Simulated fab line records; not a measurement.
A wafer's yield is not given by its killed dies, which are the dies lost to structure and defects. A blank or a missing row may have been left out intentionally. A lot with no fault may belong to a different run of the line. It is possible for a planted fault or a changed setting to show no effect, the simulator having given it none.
Which tool did it? :: flow n5Finfet :: 12 lots, 36 wafers sampled, at 1 step of a route of 1938

WHAT THE GAUGES READ, wafer by wafer
N5_BEOL_M2_INSPECT_59: inspects for defects (darkfield).
lot: L074
measured: day 7 06:50
on: defectInspect-01
rawDefectCount: 74 31 49

lot: L077
measured: day 7 22:52
on: defectInspect-02
rawDefectCount: 80 88 67

lot: L079
measured: day 8 07:28
on: defectInspect-01
rawDefectCount: 56 58 53

lot: L081
measured: day 9 01:39
on: defectInspect-02
rawDefectCount: 61 117 84

lot: L083
measured: day 9 09:31
on: defectInspect-02
rawDefectCount: 74 80 77

lot: L085
measured: day 9 15:58
on: defectInspect-02
rawDefectCount: 51 53 53

lot: L088
measured: day 10 08:53
on: defectInspect-02
rawDefectCount: 68 104 82

lot: L091
measured: day 10 20:58
on: defectInspect-02
rawDefectCount: 82 47 64

lot: L090
measured: day 10 22:44
on: defectInspect-02
rawDefectCount: 44 48 56

lot: L093
measured: day 11 14:28
on: defectInspect-02
rawDefectCount: 79 63 83

lot: L095
measured: day 12 08:17
on: defectInspect-01
rawDefectCount: 76 52 52

lot: L096
measured: day 13 00:48
on: defectInspect-02
rawDefectCount: 78 79 79

WHICH TOOL RAN EACH LOT (tool, then ch and the chambers of the sampled wafers, then the start)
No process step before these readings appears in the record.

THE ANSWER, worked out from the rows above alone
Rule: usual is defined by the lots themselves. The widest of any qualifying gaps counts: lots, ordered by their means at a reading, are off when they make up no more than a third of the lots, leave a main group of 4 or more, and stand apart from it by 3 or more times the standard deviation of that group's means. If all means in a main group match to the digits the tables above print for the reading, that group is not used. Also off: a lot with no number at a reading for which 4 or more lots have one. Where the step has rows for the other lots, those lots are counted as sound.
No lot is off on any of the readings shown, so nothing can be concluded from this.

WHAT WAS PUT IN BY THE SIMULATOR
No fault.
